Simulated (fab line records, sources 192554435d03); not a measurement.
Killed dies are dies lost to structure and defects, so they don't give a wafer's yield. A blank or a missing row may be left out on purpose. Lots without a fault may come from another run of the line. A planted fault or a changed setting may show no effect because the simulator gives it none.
Which tool did it? | flow n5_finfet | 10 lots, 30 wafers sampled, at 5 steps of a route of 1938

WHAT THE GAUGES READ, wafer by wafer
N5_BEOL_M4_RC_MEAS_101. Usual: DIBL_N 36.0 mV/V, standard deviation 2.5; DIBL_P 36.2 mV/V, standard deviation 3; IOFF_N 0.16 nA/um, standard deviation 0.044; IOFF_P 0.21 nA/um, standard deviation 0.049; ION_N 671 uA/um, standard deviation 15; ION_P 461 uA/um, standard deviation 8.7; SS_N 71.5 mV/dec, standard deviation 0.72; SS_P 73.4 mV/dec, standard deviation 0.9; VT_N 251 mV, standard deviation 4.4; VT_P -250 mV, standard deviation 4.
lot  | measured     | on        | DIBL_N (mV/V)  | DIBL_P (mV/V)  | IOFF_N (nA/um) | IOFF_P (nA/um) | ION_N (uA/um) | ION_P (uA/um) | SS_N (mV/dec)  | SS_P (mV/dec)  | VT_N (mV)   | VT_P (mV)      | flag
L674 | day 8 21:15  | prober-02 | 34.6 33.6 33.5 | 36.4 35.3 35.5 | 0.13 0.13 0.13 | 0.19 0.17 0.18 | 652 660 652   | 449 452 447   | 71.9 71.7 72.0 | 73.2 73.2 73.0 | 254 253 254 | -252 -253 -255 |
L677 | day 9 23:35  | prober-01 | 37.4 38.0 38.5 | 38.6 39.2 39.4 | 0.19 0.19 0.20 | 0.24 0.25 0.24 | 694 670 678   | 470 454 457   | 72.2 72.3 72.9 | 73.8 73.3 74.5 | 249 250 249 | -247 -252 -251 |
L682 | day 10 17:22 | prober-01 | 34.2 34.1 37.7 | 34.9 35.2 39.4 | 0.13 0.14 0.21 | 0.20 0.20 0.29 | 657 672 699   | 457 464 482   | 71.5 70.9 72.3 | 72.8 73.4 73.4 | 252 250 245 | -252 -248 -246 |
L683 | day 11 04:19 | prober-02 | 35.8 38.2 35.3 | 35.0 37.5 33.7 | 0.13 0.17 0.13 | 0.19 0.22 0.18 | 662 672 662   | 459 463 464   | 71.5 72.1 71.2 | 73.2 73.5 72.7 | 253 249 252 | -253 -247 -252 |
L684 | day 11 11:53 | prober-02 | 36.6 38.0 30.6 | 36.2 37.7 28.6 | 0.16 0.18 0.08 | 0.21 0.22 0.11 | 666 680 656   | 452 460 446   | 71.6 71.9 70.4 | 73.5 74.1 71.3 | 252 249 259 | -250 -253 -260 |
L685 | day 11 20:52 | prober-02 | 40.2 38.9 38.6 | 39.5 37.9 36.6 | 0.21 0.18 0.17 | 0.29 0.24 0.22 | 695 676 668   | 476 471 456   | 72.0 72.1 71.9 | 74.3 73.6 73.7 | 243 247 250 | -245 -248 -250 |
L688 | day 12 11:42 | prober-02 | 34.1 37.7 34.2 | 35.5 38.3 35.0 | 0.13 0.21 0.14 | 0.21 0.25 0.20 | 669 676 667   | 466 466 466   | 71.0 72.5 71.3 | 73.4 74.1 73.2 | 251 247 249 | -248 -247 -252 |
L690 | day 13 13:41 | prober-02 | 36.5 40.5 36.9 | 36.2 40.6 37.0 | 0.14 0.22 0.14 | 0.20 0.27 0.22 | 670 674 665   | 456 460 464   | 71.0 72.4 71.9 | 73.2 74.5 74.0 | 250 246 253 | -254 -248 -250 |
L691 | day 12 21:49 | prober-01 | 35.9 34.4 36.0 | 37.7 35.8 37.3 | 0.18 0.14 0.18 | 0.26 0.22 0.24 | 676 655 677   | 469 460 469   | 71.0 70.9 72.3 | 73.7 73.8 73.8 | 248 255 248 | -244 -248 -247 |
L692 | day 12 22:44 | prober-01 | 33.0 32.5 35.2 | 31.1 31.6 35.9 | 0.10 0.10 0.14 | 0.15 0.15 0.21 | 653 643 668   | 454 447 456   | 71.0 70.5 71.3 | 71.9 72.3 73.8 | 258 259 250 | -255 -253 -251 |

WHICH TOOL RAN EACH LOT (tool, then ch and the chambers of the sampled wafers, then the start)
lot  | N5_BEOL_M1_ANNEAL_91         | N5_BEOL_M1_ANNEAL_95         | N5_BEOL_M1_PRE_CLEAN_60          | N5_BEOL_M2_ILD_DEP_00
L674 | pvd_sputter-02, day 7 00:08  | pvd_sputter-02, day 7 00:35  | cvd_co-02 ch 0,1, day 7 01:35    | pecvd-02 ch 0,2, day 7 01:52
L677 | pvd_sputter-02, day 7 12:17  | pvd_sputter-02, day 7 12:44  | cvd_co-01 ch 0,1, day 7 13:42    | pecvd-01 ch 1,2, day 7 13:59
L682 | pvd_sputter-01, day 8 23:07  | pvd_sputter-01, day 8 23:33  | cvd_co-01 ch 0,1, day 9 01:30    | pecvd-04 ch 1,2, day 9 01:49
L683 | pvd_sputter-03, day 9 14:19  | pvd_sputter-03, day 9 14:45  | cvd_co-02 ch 1,2, day 9 15:43    | pecvd-01 ch 0,1,2, day 9 16:00
L684 | pvd_sputter-03, day 9 16:09  | pvd_sputter-03, day 9 16:35  | cvd_co-01 ch 0,2, day 9 17:38    | pecvd-02 ch 0,1,2, day 9 18:01
L685 | pvd_sputter-02, day 9 17:28  | pvd_sputter-02, day 9 17:54  | cvd_co-02 ch 0,1,2, day 9 19:04  | pecvd-02 ch 0,1, day 9 19:21
L688 | pvd_sputter-03, day 10 04:03 | pvd_sputter-03, day 10 04:29 | cvd_co-02 ch 1,2, day 10 05:27   | pecvd-04 ch 0,1, day 10 05:44
L690 | pvd_sputter-02, day 10 23:25 | pvd_sputter-02, day 10 23:51 | cvd_co-01 ch 0,2, day 11 00:59   | pecvd-04 ch 1,2, day 11 01:16
L691 | pvd_sputter-03, day 11 05:56 | pvd_sputter-03, day 11 06:22 | cvd_co-01 ch 0,1,2, day 11 07:23 | pecvd-02 ch 0,1,2, day 11 07:40
L692 | pvd_sputter-03, day 11 08:16 | pvd_sputter-03, day 11 08:43 | cvd_co-01 ch 1,2, day 11 09:41   | pecvd-02 ch 0,1,2, day 11 09:58
- N5_BEOL_M1_ANNEAL_91: time 240 s.
- N5_BEOL_M1_ANNEAL_95: time 240 s.
- N5_BEOL_M1_PRE_CLEAN_60: time 15 s.
- N5_BEOL_M2_ILD_DEP_00: deposits SiOC from DEMS/O2, target thk 79 nm, time 15.3 s.

WHAT THE TOOLS THEMSELVES READ (means of the sampled wafers that have a number; where no wafer has one, the mark that the record gives instead)
N5_BEOL_M1_ANNEAL_91. Usual: heater_power_w 836 W, standard deviation 60.
lot  | tool           | heater_power_w (W) | flag
L674 | pvd_sputter-02 | 857                |
L677 | pvd_sputter-02 | 790                |
L682 | pvd_sputter-01 | 849                |
L683 | pvd_sputter-03 | 795                |
L684 | pvd_sputter-03 | 812                |
L685 | pvd_sputter-02 | 853                |
L688 | pvd_sputter-03 | 845                |
L690 | pvd_sputter-02 | 849                |
L691 | pvd_sputter-03 | 845                |
L692 | pvd_sputter-03 | 853                |

N5_BEOL_M1_ANNEAL_95. Usual: heater_power_w 839 W, standard deviation 60.
lot  | tool           | heater_power_w (W) | flag
L674 | pvd_sputter-02 | 864                |
L677 | pvd_sputter-02 | 812                |
L682 | pvd_sputter-01 | 869                |
L683 | pvd_sputter-03 | 801                |
L684 | pvd_sputter-03 | 802                |
L685 | pvd_sputter-02 | 849                |
L688 | pvd_sputter-03 | 847                |
L690 | pvd_sputter-02 | 859                |
L691 | pvd_sputter-03 | 859                |
L692 | pvd_sputter-03 | 850                |

N5_BEOL_M1_PRE_CLEAN_60. Usual: heater_power_w 87 W, standard deviation 27.
lot  | tool      | heater_power_w (W) | flag
L674 | cvd_co-02 | 75                 |
L677 | cvd_co-01 | 127                |
L682 | cvd_co-01 | 127                |
L683 | cvd_co-02 | 78                 |
L684 | cvd_co-01 | 76                 |
L685 | cvd_co-02 | 77                 |
L688 | cvd_co-02 | 77                 |
L690 | cvd_co-01 | 78                 |
L691 | cvd_co-01 | 103                |
L692 | cvd_co-01 | 101                |

N5_BEOL_M2_ILD_DEP_00. Usual: heater_power_w 472 W, standard deviation 110; showerhead_plenum_p_Torr 5.695 Torr, standard deviation 0.016; susceptor_temp_C 349.95 C, standard deviation 0.22; throttle_valve_pct 11.7 %, standard deviation 0.45.
lot  | tool     | heater_power_w (W) | showerhead_plenum_p_Torr (Torr) | susceptor_temp_C (C) | throttle_valve_pct (%) | flag
L674 | pecvd-02 | 480                | 5.705                           | 349.69               | 11.0                   |
L677 | pecvd-01 | 354                | 5.705                           | 350.07               | 12.0                   |
L682 | pecvd-04 | 592                | 5.679                           | 349.63               | 12.3                   |
L683 | pecvd-01 | 431                | 5.694                           | 349.95               | 12.1                   |
L684 | pecvd-02 | 505                | 5.707                           | 350.04               | 11.4                   |
L685 | pecvd-02 | 479                | 5.709                           | 350.00               | 11.6                   |
L688 | pecvd-04 | 392                | 5.697                           | 349.91               | 12.0                   |
L690 | pecvd-04 | 511                | 5.672                           | 350.11               | 11.7                   |
L691 | pecvd-02 | 453                | 5.701                           | 348.50               | 11.3                   | OFF
L692 | pecvd-02 | 461                | 5.700                           | 348.49               | 11.3                   | OFF

THE ANSWER, worked out from the rows above alone
Rule: a lot is off if the mean of its wafers that have a number lies more than 3 standard deviations from the usual mean. A lot without any number at a reading at which 4 lots or more have one is off too. The other lots that the step has rows for count as sound. The gauges are gone through in route order, then the tools' own readings, and for those a lot's mean is taken as printed above. The first step at which some lot is off is used, and at that step the reading that is off furthest; a lot without a number counts as furthest.
Off: L691, L692, at N5_BEOL_M2_ILD_DEP_00 (susceptor_temp_C).
A tool fits if, at that step or a process step before it, it ran every lot that is off, and no sound lot after the first of them. Can't be told from this: 3 tools fit, pvd_sputter-03 at N5_BEOL_M1_ANNEAL_91 and N5_BEOL_M1_ANNEAL_95, cvd_co-01 at N5_BEOL_M1_PRE_CLEAN_60, pecvd-02 at N5_BEOL_M2_ILD_DEP_00.

WHAT THE SIMULATOR HAD PUT IN
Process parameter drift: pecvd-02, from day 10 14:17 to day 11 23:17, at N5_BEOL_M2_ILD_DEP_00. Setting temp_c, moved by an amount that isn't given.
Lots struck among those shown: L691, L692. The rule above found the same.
